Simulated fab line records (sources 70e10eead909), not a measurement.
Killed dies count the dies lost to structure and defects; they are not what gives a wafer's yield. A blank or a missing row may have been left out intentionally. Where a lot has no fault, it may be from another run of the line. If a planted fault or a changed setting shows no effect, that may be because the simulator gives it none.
8D (eight disciplines) problem report, filled in by code :: flow nand harc :: the parts of the form that need people (team, actions taken, sign-off) are left out

== 1. WHAT IS WRONG ==
At NHARC_P_CONTACT_ETCH_18, run length s averages 207.2 s over 6 wafers from 2 lots, while fault-free wafers read 261.6 s, standard deviation 0.5. That is -99 or more standard deviations from the usual mean.
The step: etches the open film in C4F8/O2/Ar, target depth 481 nm, time 240.5 s.
Earliest sighting: wafer L639.2 on rie diel-11 at day 10 05:08. Wafers with a number at this step in the record: 42, from 14 lots. The rule behind "out" and "out of limits": a value lying over 4 standard deviations away from the usual mean. The rest of the wafers with a number are treated as sound.

== 2. WHAT IT IS, WHAT IT ISN'T ==
question: which readings at this step
is: run length s
is not: oes product au, rf vpp V

question: which lots
is: L639, L641
is not: L626, L627, L628, L629, L630, L631, L634, L638, L646, L647, L648, L649

question: which wafers of those lots
is: all that have a number
is not: -

question: read on which tools
is: rie diel-11
is not: rie diel-01, rie diel-02

question: when
is: from day 10 05:08
is not: up to then (24 sound wafers); but 12 sound wafers of L646, L647, L648, L649 came after

== 3. SUSPECTS, AND WHAT RULES EACH OUT ==
Counting: any tool at a process step up to the reading is kept as a suspect provided that every lot that is out went through it and no sound lot did after the first of them.
- rie diel-11 at NHARC_P_CONTACT_ETCH_18 (etches the open film in C4F8/O2/Ar, target depth 481 nm, time 240.5 s): ruled out as a lasting fault. Following L639 (day 10 05:08), the first lot on it that is out, the sound lots L648, L649 were run on it.
Left after counting: nothing in the record.

== 4. THE CAUSE (what the simulator had put in) ==
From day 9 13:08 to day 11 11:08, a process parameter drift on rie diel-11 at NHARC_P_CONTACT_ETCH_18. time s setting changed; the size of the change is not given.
Counting ruled it out, wrongly.

== 5. SEQUENCE OF EFFECTS, ordered by route ==
Rows list readings where the struck wafers' mean (over those with a number) sits beyond 3 standard deviations from the usual. Only readings whose record carries a usual standard deviation are examined. hours: median over the lots of the time between each lot's start at the first step of this table that gives one and its start at this step. sigmas: the change, counted in usual standard deviations.
hours: 0
step: NHARC_P_CONTACT_ETCH_18
reading: run length s
usual: 261.6 s
on struck wafers: 207.2
change: -54.4
sigmas: -99 or more
Process steps it contains:
- NHARC_P_CONTACT_ETCH_18: etches the open film in C4F8/O2/Ar, target depth 481 nm, time 240.5 s.

== 6. HOW IT WOULD HAVE BEEN CAUGHT EARLIER ==
In this record no reading fell out of limits until day 10 05:08, 16 hours after the fault had begun at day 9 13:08.
